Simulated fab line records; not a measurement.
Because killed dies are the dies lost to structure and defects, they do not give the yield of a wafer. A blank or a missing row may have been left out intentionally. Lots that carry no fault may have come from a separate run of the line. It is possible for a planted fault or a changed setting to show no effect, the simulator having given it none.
A lot that was struck, set against a sound lot + flow n5-finfet + 33 steps out of a route of 1938
Sound: these wafers, L656.2, L656.3, L656.5. The struck wafers were L660.2, L660.4, L660.5. The cause comes at the end.
Each step with rows lists, per side, the tool, then ch with its chambers, then its first start. Under that, the readings that differ: sound wafers + struck wafers + difference of the means + sigmas: that difference in standard deviations of wafers without a fault.
alike: readings whose means differ by less than 2 such deviations, and words and numbers that are the same on both sides. not compared: withheld readings, readings that some wafer has no value for, bounds like >300 that may hide the same value, and numbers for which the record gives no deviation and whose values overlap.
The two part at a step that has a row with sigmas, a row that says differs or no value, or rows on one side only. Numbers that have no deviation but don't overlap get no sigmas and don't part them. A reading missing from all wafers of one side parts the sides only when that side holds two or more wafers.

first, 10 steps without rows for these wafers: N5_SD_EPI_P_PRECLEAN_51 (cleans in NF3:NH3, afs cycles 1, time 20 s, sublimation time 60 s); N5_SD_EPI_P_VAPOR_ETCH_44 (etches SiGe30 in NF3/Ar, time 3.3 s); N5_SD_EPI_P_EPI_21 (deposits SiGe:B, time 355 s); N5_SD_EPI_P_HM_STRIP_48 (strips SiNx in H3PO4, material SiNx, target depth 3 nm); N5_SD_EPI_P_SRD_49 (time 30 s); N5_SD_EPI_P_PRECLEAN_24 (cleans in O3/DIW, time 45 s); N5_SD_EPI_P_PRECLEAN_32 (cleans in dHF, time 10 s); N5_SD_EPI_P_PRECLEAN_33 (cleans in SC2, time 45 s); N5_SD_EPI_P_SRD_25 (time 30 s); N5_SD_ACTIVATION_RTA_00 (time 0 s).
N5_SD_ACTIVATION_LSA_01: time 0.0008 s.
  sound on laser-anneal-01 ch 0, day 5 18:56; struck on laser-anneal-01 ch 0, day 6 22:43
| reading          | sound                | struck               | difference | sigmas |
|------------------|----------------------|----------------------|------------|--------|
| wafer_temp_C_max | 1083.4 1084.0 1084.3 | 1046.5 1045.5 1046.3 | -37.8      | -51    |
N5_SD_ACTIVATION_RS_MEAS_03: measures by four-point-probe.
  sound: film-metro-02 at day 5 19:08; struck: film-metro-02 at day 6 22:55
| reading          | sound          | struck         | difference | sigmas |
|------------------|----------------|----------------|------------|--------|
| RS_SD_N (ohm/sq) | 21.7 21.7 21.9 | 25.1 25.6 25.8 | +3.7       | +11    |
| RS_SD_P (ohm/sq) | 55.5 55.1 54.9 | 57.4 57.8 57.3 | +2.3       | +2     |
then, 19 steps without rows for these wafers: N5_ILD0_LINER_00 (material SiNx, target thk 4 nm, pulse time 1 s, purge time 2 s); N5_ILD0_FCVD_FILL_01 (material SiO2 flowable, target thk 200 nm, time 328.3 s); N5_ILD0_CURE_02 (time 1800 s); N5_ILD0_CMP_03 (polishes, stops on SiNx, t overpolish 1.9 s, target thk 197.38 nm); N5_ILD0_CMP_07 (polishes SiO2 flowable, stops on poly-Si, t overpolish 1.18 s, target thk 138.88 nm); N5_ILD0_PRECLEAN_10 (cleans in NF3:NH3, afs cycles 5, time 20 s, sublimation time 60 s); N5_ILD0_ALD_15 (deposits SiNx, target thk 24 nm, pulse time 1 s, ald cycles 480); N5_ILD0_CMP_12 (polishes SiNx, stops on poly-Si, t overpolish 6 s, target thk 17.67 nm); N5_SDB_HM_DEP_00 (deposits SiNx from SiH4/NH3/N2, target thk 40 nm, time 35.3 s); N5_SDB_COAT_03 (time 60 s, resist thk 100 nm); N5_SDB_COAT_04 (time 60 s, resist thk 18 nm); N5_SDB_COAT_05 (resist thk 90 nm); N5_SDB_EBR_07; N5_SDB_SOFTBAKE_06 (time 60 s); N5_SDB_EXPOSE_08 (exposes mask SDB); N5_SDB_PEB_09 (peb time 60 s); N5_SDB_DEVELOP_10 (develop time 30 s); N5_SDB_DESCUM_16 (chemistry O2, time 7.9 s); N5_SDB_ETCH_17 (etches SiARC in CF4, target depth 23.4 nm, time 39 s).
-- the record jumps here: 5 days lie between the struck wafers' starts before and after (it left off in module SDB and takes up again in module BEOL_M4, whose first step shown is number 1111 of the route) --
N5_BEOL_M4_RC_MEAS_101:
  sound on prober-01 ch 0, day 11 08:11; struck on prober-01 ch 0, day 11 20:25
| reading             | sound             | struck            | difference | sigmas |
|---------------------|-------------------|-------------------|------------|--------|
| DIBL_P (mV/V)       | 38.6 39.5 37.1    | 34.7 34.8 36.6    | -3.0       | -2     |
| IOFF_P (nA/um)      | 0.24 0.25 0.21    | 0.16 0.16 0.18    | -0.07      | -2     |
| ION_N (uA/um)       | 677 691 668       | 647 656 670       | -21        | -3     |
| ION_P (uA/um)       | 466 476 462       | 446 448 457       | -18        | -3     |
| RC_DENSE_N (ohm.um) | 19.5 19.3 19.4    | 22.0 22.4 22.4    | +2.9       | +8     |
| RC_N (ohm.um)       | 15.90 15.73 15.80 | 18.11 18.38 18.33 | +2.46      | +8     |
| REXT_N (ohm.um)     | 74.8 73.8 73.6    | 82.4 82.2 82.6    | +8.3       | +6     |
| RS_SD_N (ohm/sq)    | 28.5 28.2 28.2    | 32.2 32.5 32.3    | +4.0       | +9     |
| VT_P (mV)           | -249 -246 -248    | -257 -257 -256    | -9         | -2     |
  alike: DIBL_N, IOFF_N, SS_N, SS_P, VT_N
-- here the record skips 4 days between the struck wafers' starts before and after, leaving off in module BEOL_M4 and picking up in module PASSIVATION (first step shown: number 1936 of the route) --
N5_PASSIVATION_PROBE_49:
  sound: prober-01 at day 15 11:34; struck: prober-02 at day 15 19:36
  alike: defect-limited-yield, killed_at_M0_to_M3, killed_at_M4_up, killed-at-contacts, killed-at-front-end, killed-at-other, killed-dies, killed-open, killed-short, sort_bin_5_function, sort_bin_6_memory, sort-n-pass, sort-yield-pct

## WHERE THEY PART
At N5_SD_ACTIVATION_LSA_01 first; at N5_BEOL_M4_RC_MEAS_101 last (within this record only). Later steps at which nothing parts them and some readings are alike: N5_PASSIVATION_PROBE_49.

WHY: what had been put in by the simulator
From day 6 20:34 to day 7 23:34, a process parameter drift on laser-anneal-01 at N5_SD_ACTIVATION_LSA_01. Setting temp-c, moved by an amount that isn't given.
